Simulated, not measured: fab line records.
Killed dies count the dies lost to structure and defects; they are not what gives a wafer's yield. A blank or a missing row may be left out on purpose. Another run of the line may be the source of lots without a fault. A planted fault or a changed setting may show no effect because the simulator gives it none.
A struck lot beside a sound one :: flow n5Finfet :: 37 steps out of a route of 1938
Sound: these wafers, L397.1, L397.2, L397.3. Wafers struck: L381.1, L381.4, L381.5. The cause is named last.
Per side, at each step with rows, come the tool, then ch with its chambers, and then its first start. Under that, the readings that differ: sound wafers :: struck wafers :: difference of the means :: sigmas: that difference in standard deviations of wafers without a fault.
alike: readings whose means differ by less than 2 such deviations, and words and numbers that are the same on both sides. not compared: withheld readings, readings that some wafer has no value for, bounds like >300 that may hide the same value, and numbers for which the record gives no deviation and whose values overlap.
The two part at a step that has a row with sigmas, a row that says differs or no value, or rows on one side only. When numbers do not overlap yet have no deviation, they are printed without sigmas and do not part them. Lack of a reading on every wafer of one side parts them only where that side has two or more wafers.

first, 11 steps without rows for these wafers: N5_BEOL_M14_TRENCH_ETCH_34 (etches SiO2 in C4F8/O2/Ar, target depth 556.65 nm, time 126.9 s); N5_BEOL_M14_STRIP_70 (strips in C4F8/O2/Ar); N5_BEOL_M14_STRIP_37 (strips in O2); N5_BEOL_M14_ETCH_38 (etches SiCN in CF4/N2, target depth 106.5 nm, time 120.6 s); N5_BEOL_M14_PRECLEAN_39 (cleans in residue remover, time 60 s); N5_BEOL_M14_SRD_40 (time 30 s, dry time 30 s); N5_BEOL_M14_DEGAS_41 (time 60 s); N5_BEOL_M14_PRE_CLEAN_42 (time 30 s); N5_BEOL_M14_SPUTTER_43 (material TaN, target thk 15 nm, time 24.19 s); N5_BEOL_M14_SPUTTER_44 (material Ta, target thk 15 nm, time 24.19 s); N5_BEOL_M14_SPUTTER_45 (material Cu, target thk 100 nm, time 16.67 s).
N5_BEOL_M14_ECD_47: material Cu, target thk 1248 nm.
  sound on ecdCu-02 ch 0,1, day 16 18:26; struck on ecdCu-01 ch 1, day 12 09:07
reading: model.Cu_of_BEOL_M14_ECD_47.thkNm (nm)
sound: 1252 1257 1249
struck: 389.2 391.2 370.4
difference: -869.1
sigmas: 
then, 1 step without rows for these wafers: N5_BEOL_M14_ANNEAL_48 (time 90 s).
N5_BEOL_M14_CMP_49: polishes, stops on SiO2, t overpolish 5.2 s, target thk 560 nm.
  sound on cmp-03 ch 0,1,3, day 16 18:57; struck on cmp-03 ch 0,2,3, day 12 09:40
reading: timeToEndpointS (s)
sound: 139 121 124
struck: 36 33 37
difference: -93
sigmas: -14

reading: model.Cu_of_BEOL_M14_ECD_47.thkNm (nm)
sound: 526.4 569.2 541.2
struck: 389.2 391.2 370.4
difference: -162.0
sigmas: 
  alike: motorCurrentA, retainingRingPressureFrac
N5_BEOL_M14_THK_MEAS_50: measures by xrf.
  struck on filmMetro-02, day 12 09:53; sound on filmMetro-02, day 16 19:13
reading: M14_THK (nm)
sound: 544 591 560
struck: 401 403 382
difference: -170
sigmas: -8
then, 2 steps without rows for these wafers: N5_BEOL_M14_PRE_CLEAN_52 (time 15 s); N5_BEOL_M14_DEP_53 (deposits SiCN from 3MS/NH3, target thk 50 nm, time 17.8 s).
N5_BEOL_M14_RS_MEAS_54: uses a four-point probe to measure.
  struck on filmMetro-02, day 12 10:01; sound on filmMetro-02, day 16 19:20
reading: M14_RS (ohm/sq)
sound: 0.0354 0.0326 0.0343
struck: 0.0483 0.0480 0.0508
difference: +0.0149
sigmas: +14
then, 17 steps without rows for these wafers: N5_BEOL_M15_ILD_DEP_00 (deposits SiO2 from TEOS/O2, target thk 1629.3 nm, time 346.1 s); N5_BEOL_M15_COAT_58 (time 60 s, resist thk 89 nm); N5_BEOL_M15_COAT_04 (resist thk 800 nm); N5_BEOL_M15_EBR_06; N5_BEOL_M15_SOFTBAKE_05 (time 60 s); N5_BEOL_M15_EXPOSE_07 (exposes mask V14); N5_BEOL_M15_PEB_08 (peb time 90 s); N5_BEOL_M15_DEVELOP_09 (develop time 45 s); N5_BEOL_M15_HARDBAKE_14 (time 120 s); N5_BEOL_M15_DESCUM_15 (chemistry O2, time 7.9 s); N5_BEOL_M15_ETCH_59 (etches BARC in N2/H2, target depth 89 nm, overetch 26.7 nm, time 67.9 s); N5_BEOL_M15_VIA_ETCH_16 (etches SiO2 in C4F8/O2/Ar, target depth 1792.2 nm); N5_BEOL_M15_STRIP_63 (strips in O2); N5_BEOL_M15_STRIP_64 (strips in O2); N5_BEOL_M15_STRIP_65 (strips in post etch residue remover, time 60 s); N5_BEOL_M15_SRD_66 (time 30 s, dry time 30 s); N5_BEOL_M15_COAT_56 (time 60 s, resist thk 550 nm).
N5_BEOL_M15_RC_MEAS_101:
  sound on prober-01 ch 0, day 17 02:17; struck on prober-02 ch 0, day 12 17:53
reading: SERP_M13 (ohm/um)
sound: 0.290 0.303 0.287
struck: 0.311 0.314 0.322
difference: +0.022
sigmas: +2

reading: SERP_M13_max_site (ohm/um)
sound: 0.293 0.305 0.289
struck: 0.313 0.317 0.324
difference: +0.022
sigmas: +2

reading: SERP_M14 (ohm/um)
sound: 0.171 0.154 0.166
struck: 0.235 0.224 0.242
difference: +0.070
sigmas: +12

reading: SERP_M14_max_site (ohm/um)
sound: 0.172 0.156 0.167
struck: 0.239 0.225 0.246
difference: +0.072
sigmas: +12

reading: SERP_M8 (ohm/um)
sound: 12.8 13.4 13.4
struck: 14.0 15.7 15.2
difference: +1.8
sigmas: +2
  alike: COMB_M10, COMB_M11, COMB_M12, COMB_M13, COMB_M15, COMB_M5, COMB_M6, COMB_M7, COMB_M8, COMB_M9, SERP_M10, SERP_M11, SERP_M11_max_site, SERP_M12, SERP_M5, SERP_M5_max_site, SERP_M6, SERP_M7, SERP_M9
N5_PASSIVATION_PROBE_49:
  struck on prober-02, day 13 09:51; sound on prober-01, day 17 16:52
reading: killedAtOther
sound: 3 6 2
struck: 14 10 11
difference: +8
sigmas: +2

reading: sort_bin_8_speed (%)
sound: 0 0 0
struck: 0.17 0 0.25
difference: +0.14
sigmas: +2
  alike: defectLimitedYield, killed_at_M0_to_M3, killed_at_M4_up, killedAtContacts, killedAtFrontEnd, killedDies, killedOpen, killedShort, sort_bin_5_function, sort_bin_6_memory, sortNPass

WHERE THEY PART
Earliest at N5_BEOL_M14_CMP_49; latest, in this record, at N5_PASSIVATION_PROBE_49.

WHY: what had been put in by the simulator
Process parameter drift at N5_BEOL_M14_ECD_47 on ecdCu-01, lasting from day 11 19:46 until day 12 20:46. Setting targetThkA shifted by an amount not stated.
